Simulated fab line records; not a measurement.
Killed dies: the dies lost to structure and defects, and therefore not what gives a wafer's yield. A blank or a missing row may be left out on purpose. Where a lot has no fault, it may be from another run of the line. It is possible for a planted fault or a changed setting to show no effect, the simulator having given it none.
fab line records    flow n5-finfet
record: lots: 10  wafers: 30  last-day: 17
route steps=1938 shown BEOL_M1@818 BEOL_M4@1111
lots that met no fault: from a run of the same line without faults
start-h: hours from the record's first day to the start of the lot's first wafer shown    wait-h: hours elapsed since this lot's preceding step    " as in the row above    L1.1+2: one row covering several wafers at once    - no value, or no start given    * or withheld: withheld    < > ~ a bound
route shown NAME@n: NAME is a module with steps in the file, n the number in the route of the first one    usual: average and standard deviation across the fault-free wafers    same: alike in all rows    chamber/n: place in a boat    sites: each site's reading    _std_site: their standard deviation    _edge_site: mean of outer sites minus mean of inner sites    radius-mm: for every site, how far away it sits from the centre of the wafer    mask NAME#n: copy n    behind: tool/chamber where the wafer was last shaped    hold: why the lot went on hold/how many hours it stayed there/how the hold came to an end    device: names the non-switching transistor (n, p or np)    end of line: the route-end tests of the same wafers    a step given without rows: its recipe and nothing more    killed: dies that structure and defects cost at the first sort, which is not the same as the wafer's yield    map: shows each die of a wafer: x if killed, . if not, _ if none is there
set.NAME: the setting that was run; set.NAME@STEP: the one run at that earlier step    model.NAME: the simulator's own value behind a step, which no gauge read
steps of the route over a sample of lots; a table a step, a row a wafer
services: from which hour (start-h, from the record's first day; less than 0 if before it) a tool's chamber was out of use, for how many hours, and why
== steps ==
step: N5_BEOL_M1_SPUTTER_81
recipe: material: Cu  target-thk-a: 45  temp-c: -20  chamber-pressure-pa: 0.07  power-w: withheld  time-s: 8.29
usual: throttle-valve-pct: 30.3/1
lot.wafer  tool            chamber  start-h  wait-h  throttle-valve-pct
L409.3     pvd-sputter-03  -        140.44   0.1     30.4
L409.5     "               -        "        "       28.6
L409.6     "               -        "        "       30.2
L415.1     pvd-sputter-02  -        180.43   0.1     30.6
L415.4     "               -        "        "       29.7
L415.6     "               -        "        "       30.3
L416.1     pvd-sputter-01  -        183.65   0.1     29.1
L416.4     "               -        "        "       30.0
L416.5     "               -        "        "       31.2
L417.1     pvd-sputter-03  -        195.19   0.1     30.7
L417.2     "               -        "        "       28.3
L417.6     "               -        "        "       30.9
L421.2     pvd-sputter-02  -        212.26   0.1     29.7
L421.5     "               -        "        "       29.5
L421.6     "               -        "        "       31.2
L422.1     pvd-sputter-03  -        219.73   0.1     31.1
L422.4     "               -        "        "       30.1
L422.6     "               -        "        "       30.7
L426.1     pvd-sputter-01  -        240.52   0.1     28.8
L426.5     "               -        "        "       31.8
L426.6     "               -        "        "       30.9
L427.1     pvd-sputter-01  -        250.62   0.1     28.7
L427.3     "               -        "        "       32.0
L427.4     "               -        "        "       31.2
L428.2     pvd-sputter-03  -        252.85   0.1     30.9
L428.4     "               -        "        "       30.2
L428.5     "               -        "        "       30.6
L430.3     pvd-sputter-03  -        266.41   0.1     30.2
L430.4     "               -        "        "       30.9
L430.6     "               -        "        "       28.6
step: N5_BEOL_M1_ANNEAL_91
recipe: temp-c: 400  time-s: 240  ambient: vacuum
usual: heater-power-w: 862/84  susceptor-temp-C: 400.00/0.23  susceptor_temp_C_max: 401.0/0.42
lot.wafer  tool            chamber  start-h  wait-h  heater-power-w  susceptor-temp-C  susceptor_temp_C_max
L409.3     pvd-sputter-03  -        141.18   0.0     975             400.49            401.5
L409.5     "               -        "        "       866             399.75            400.2
L409.6     "               -        "        "       973             400.22            401.6
L415.1     pvd-sputter-02  -        181.17   0.0     -               -                 -
L415.4     "               -        "        "       -               -                 -
L415.6     "               -        "        "       -               -                 -
L416.1     pvd-sputter-01  -        184.39   0.0     -               -                 -
L416.4     "               -        "        "       -               -                 -
L416.5     "               -        "        "       -               -                 -
L417.1     pvd-sputter-03  -        195.93   0.0     -               -                 -
L417.2     "               -        "        "       -               -                 -
L417.6     "               -        "        "       -               -                 -
L421.2     pvd-sputter-02  -        213.00   0.0     735             400.13            400.7
L421.5     "               -        "        "       918             399.94            400.5
L421.6     "               -        "        "       693             400.16            401.3
L422.1     pvd-sputter-03  -        220.47   0.0     750             400.09            401.3
L422.4     "               -        "        "       776             400.06            401.6
L422.6     "               -        "        "       951             399.74            400.9
L426.1     pvd-sputter-01  -        241.26   0.0     742             399.89            400.9
L426.5     "               -        "        "       822             399.87            400.5
L426.6     "               -        "        "       963             400.08            401.3
L427.1     pvd-sputter-01  -        251.36   0.0     790             399.98            400.9
L427.3     "               -        "        "       814             400.05            400.6
L427.4     "               -        "        "       1007            399.88            400.8
L428.2     pvd-sputter-03  -        253.59   0.0     789             399.99            401.3
L428.4     "               -        "        "       781             400.07            401.7
L428.5     "               -        "        "       964             400.66            401.6
L430.3     pvd-sputter-03  -        267.15   0.0     799             399.93            401.5
L430.4     "               -        "        "       792             400.11            401.3
L430.6     "               -        "        "       878             399.79            400.5
step: N5_BEOL_M1_SPUTTER_92
recipe: material: Cu  target-thk-a: 45  temp-c: -20  chamber-pressure-pa: 0.07  power-w: withheld  time-s: 8.29
usual: throttle-valve-pct: 30.3/0.98
lot.wafer  tool            chamber  start-h  wait-h  throttle-valve-pct
L409.3     pvd-sputter-03  -        141.32   0.1     30.6
L409.5     "               -        "        "       28.5
L409.6     "               -        "        "       30.2
L415.1     pvd-sputter-02  -        181.31   0.1     30.3
L415.4     "               -        "        "       29.8
L415.6     "               -        "        "       30.3
L416.1     pvd-sputter-01  -        184.53   0.1     28.9
L416.4     "               -        "        "       30.5
L416.5     "               -        "        "       31.0
L417.1     pvd-sputter-03  -        196.07   0.1     30.4
L417.2     "               -        "        "       28.6
L417.6     "               -        "        "       30.9
L421.2     pvd-sputter-02  -        213.14   0.1     29.6
L421.5     "               -        "        "       29.5
L421.6     "               -        "        "       31.3
L422.1     pvd-sputter-03  -        220.61   0.1     31.0
L422.4     "               -        "        "       30.4
L422.6     "               -        "        "       30.3
L426.1     pvd-sputter-01  -        241.40   0.1     29.1
L426.5     "               -        "        "       31.2
L426.6     "               -        "        "       30.9
L427.1     pvd-sputter-01  -        251.50   0.1     29.3
L427.3     "               -        "        "       31.9
L427.4     "               -        "        "       30.9
L428.2     pvd-sputter-03  -        253.73   0.1     31.2
L428.4     "               -        "        "       30.1
L428.5     "               -        "        "       30.3
L430.3     pvd-sputter-03  -        267.29   0.1     30.3
L430.4     "               -        "        "       30.8
L430.6     "               -        "        "       28.7
step: N5_BEOL_M1_ANNEAL_95
recipe: temp-c: 400  time-s: 240  ambient: vacuum
usual: heater-power-w: 864/82  susceptor-temp-C: 399.99/0.23  susceptor_temp_C_max: 401.0/0.42
lot.wafer  tool            chamber  start-h  wait-h  heater-power-w  susceptor-temp-C  susceptor_temp_C_max
L409.3     pvd-sputter-03  -        141.62   0.0     969             400.30            401.8
L409.5     "               -        "        "       897             399.75            400.4
L409.6     "               -        "        "       973             400.03            401.1
L415.1     pvd-sputter-02  -        181.61   0.0     819             399.53            400.5
L415.4     "               -        "        "       744             400.31            401.1
L415.6     "               -        "        "       827             400.01            401.2
L416.1     pvd-sputter-01  -        184.83   0.0     778             400.00            401.5
L416.4     "               -        "        "       912             400.11            401.0
L416.5     "               -        "        "       953             400.29            401.1
L417.1     pvd-sputter-03  -        196.37   0.0     962             399.66            400.6
L417.2     "               -        "        "       879             400.12            400.7
L417.6     "               -        "        "       797             400.16            401.2
L421.2     pvd-sputter-02  -        213.44   0.0     746             399.92            400.6
L421.5     "               -        "        "       921             399.79            400.4
L421.6     "               -        "        "       727             399.91            400.9
L422.1     pvd-sputter-03  -        220.91   0.0     793             399.84            401.2
L422.4     "               -        "        "       801             400.02            401.7
L422.6     "               -        "        "       980             399.95            401.8
L426.1     pvd-sputter-01  -        241.70   0.0     757             399.95            401.1
L426.5     "               -        "        "       831             400.13            400.9
L426.6     "               -        "        "       993             400.00            401.2
L427.1     pvd-sputter-01  -        251.80   0.0     750             400.16            401.5
L427.3     "               -        "        "       849             400.28            400.8
L427.4     "               -        "        "       981             399.94            400.8
L428.2     pvd-sputter-03  -        254.03   0.0     781             399.95            401.1
L428.4     "               -        "        "       785             400.05            401.8
L428.5     "               -        "        "       1001            400.09            401.1
L430.3     pvd-sputter-03  -        267.59   0.0     807             400.11            402.1
L430.4     "               -        "        "       799             399.70            400.8
L430.6     "               -        "        "       891             400.37            400.9
step: N5_BEOL_M4_RC_MEAS_101
usual: DIBL_N: 36.3/1.4  DIBL_P: 36.2/1.5  IOFF_N: 0.160/0.021  IOFF_P: 0.211/0.027  ION_N: 676/7.7  ION_P: 463/5.5  SS_N: 71.4/0.57  SS_P: 73.3/0.58  VT_N: 249.3/2.5  VT_P: -250.1/2.6
lot.wafer  tool       chamber  start-h  wait-h  DIBL_N[mV/V]  DIBL_P[mV/V]  IOFF_N[nA/um]  IOFF_P[nA/um]  ION_N[uA/um]  ION_P[uA/um]  SS_N[mV/dec]  SS_P[mV/dec]  VT_N[mV]  VT_P[mV]
L409.3     prober-01  0        186.48   0.3     34.7          35.4          0.147          0.193          674           461           70.8          72.1          249.7     -250.8
L409.5     "          0        "        "       35.4          35.5          0.154          0.193          673           457           71.6          73.2          250.8     -250.3
L409.6     "          0        "        "       35.9          36.0          0.162          0.212          676           463           71.6          72.9          249.0     -249.7
L415.1     prober-01  0        217.77   0.0     35.9          37.6          0.178          0.229          687           463           71.1          73.7          248.4     -251.9
L415.4     "          0        "        "       35.3          36.3          0.157          0.213          672           461           70.7          73.3          251.2     -250.3
L415.6     "          0        "        "       35.4          35.6          0.154          0.201          679           461           70.4          73.0          248.0     -248.6
L416.1     prober-02  0        222.49   0.0     34.5          35.8          0.155          0.194          687           471           71.6          72.5          249.1     -251.3
L416.4     "          0        "        "       34.5          35.7          0.148          0.189          685           462           71.3          72.8          249.6     -249.6
L416.5     "          0        "        "       34.8          36.1          0.159          0.199          690           467           71.2          73.2          249.1     -253.2
L417.1     prober-01  0        244.78   0.0     34.8          33.4          0.129          0.172          665           459           71.0          72.6          253.6     -249.8
L417.2     "          0        "        "       37.6          37.7          0.172          0.227          680           464           71.2          73.9          246.5     -248.4
L417.6     "          0        "        "       35.2          33.9          0.131          0.173          677           459           71.1          72.5          250.5     -249.7
L421.2     prober-01  0        249.96   0.2     36.1          35.9          0.178          0.230          679           475           72.0          74.0          245.3     -247.7
L421.5     "          0        "        "       36.5          35.2          0.171          0.226          679           467           71.3          73.6          245.6     -244.8
L421.6     "          0        "        "       36.4          35.9          0.180          0.238          681           464           71.5          73.9          246.9     -247.4
L422.1     prober-02  0        260.78   0.0     35.1          33.8          0.132          0.212          677           465           70.5          72.9          249.9     -245.2
L422.4     "          0        "        "       38.3          38.1          0.192          0.283          686           475           72.5          73.9          246.7     -245.0
L422.6     "          0        "        "       39.6          38.9          0.220          0.301          697           480           72.0          74.3          242.6     -244.7
L426.1     prober-02  0        276.11   0.0     35.1          33.6          0.140          0.178          667           459           70.2          72.8          251.3     -250.3
L426.5     "          0        "        "       35.0          34.5          0.153          0.185          680           460           71.4          73.0          246.7     -255.1
L426.6     "          0        "        "       34.2          33.2          0.135          0.174          668           455           70.4          72.7          249.4     -253.7
L427.1     prober-02  0        296.92   0.0     36.2          37.0          0.155          0.210          681           465           71.0          72.6          248.7     -248.2
L427.3     "          0        "        "       33.3          34.4          0.112          0.168          667           460           70.5          72.3          252.3     -251.6
L427.4     "          0        "        "       35.4          36.0          0.134          0.185          676           465           71.1          72.1          250.8     -252.4
L428.2     prober-01  0        300.78   0.2     36.7          38.9          0.172          0.245          678           468           71.2          73.8          248.6     -249.6
L428.4     "          0        "        "       34.1          35.2          0.128          0.191          662           462           70.9          72.5          250.9     -248.4
L428.5     "          0        "        "       34.5          36.2          0.141          0.199          671           461           70.6          73.5          251.8     -251.2
L430.3     prober-01  0        313.48   0.3     36.2          36.6          0.155          0.221          673           465           71.6          74.1          250.7     -249.9
L430.4     "          0        "        "       35.2          34.4          0.125          0.181          660           451           70.8          73.0          253.3     -250.6
L430.6     "          0        "        "       37.5          37.0          0.157          0.228          673           460           71.8          74.3          250.6     -249.8
== services ==
tool            chamber  start-h  hours  kind
pvd-sputter-02  -        153.37   1.0    repair
pvd-sputter-03  -        169.70   3.3    repair
== key ==
first-sign: step: N5_BEOL_M1_ANNEAL_91  reading: tool-record  direction: missing
effect none on later readings
met-at N5_BEOL_M1_ANNEAL_91
struck-lots L415,L416,L417
not-acting-at N5_BEOL_M1_SPUTTER_81,N5_BEOL_M1_SPUTTER_92,N5_BEOL_M1_ANNEAL_95
onset-between 141.18 181.17
fault: kind: skipped-step-whole  tool: pvd-sputter-01,pvd-sputter-02,pvd-sputter-03  chamber: -  onset-h: 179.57  steps: N5_BEOL_M1_ANNEAL_91  scope: struck-lots-only
